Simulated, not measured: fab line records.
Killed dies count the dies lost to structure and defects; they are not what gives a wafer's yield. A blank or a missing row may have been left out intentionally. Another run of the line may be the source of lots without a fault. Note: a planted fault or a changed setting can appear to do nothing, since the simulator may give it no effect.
Chamber matching + flow nand harc + 3 sister chambers for NHARC_P_BONDPAD_DEP_00 on pecvd-01
The step deposits SiCN, target thk 250 nm. 6 wafers are shown with their chamber, then 8 later ones without.

== EACH WAFER AND ITS CHAMBER ==
| wafer  | chamber | heater power w (W) |
|--------|---------|--------------------|
| L082.6 | 1       | 505                |
| L086.5 | 0       | 683                |
| L086.6 | 1       | 517                |
| L089.4 | 2       | 660                |
| L089.6 | 0       | 604                |
| L094.3 | 2       | 552                |

== WAFERS WITH NO CHAMBER GIVEN ==
| wafer  | heater power w (W) |
|--------|--------------------|
| L094.5 | 683                |
| L094.6 | 573                |
| L095.1 | 638                |
| L095.2 | 626                |
| L095.6 | 665                |
| L097.3 | 380                |
| L097.4 | 740                |
| L097.6 | 583                |

== WHICH CHAMBER EACH ONE RAN IN ==
| wafer  | from the rows above          | in truth |
|--------|------------------------------|----------|
| L094.5 | can't be placed: 0 or 2      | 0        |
| L094.6 | can't be placed: 2 or 1 or 0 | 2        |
| L095.1 | can't be placed: 0 or 2      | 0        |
| L095.2 | can't be placed: 0 or 2 or 1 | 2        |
| L095.6 | can't be placed: 0 or 2      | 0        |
| L097.3 | can't be placed: 1 or 2      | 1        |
| L097.4 | can't be placed: 0 or 2      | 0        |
| L097.6 | can't be placed: 2 or 0 or 1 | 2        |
Correct placement for 0 of the 8. These rows do not allow placing 8 (true chamber among the candidates in 8). Wrongly placed: 0.
How it was worked out, from the rows above alone: a wafer's distance from a chamber is the root of the sum, over the readings, of the square of ((its reading less the chamber's mean) divided by the reading's scatter). The wafer belongs to the nearest chamber; if the next one is less than 2 further off, it can't be placed. The mean given for a chamber averages the wafers shown for that chamber. How the scatter is found: for the shown wafers, subtract from each reading the mean of its chamber, square and add these, divide the total by (wafers less chambers), then take the root.
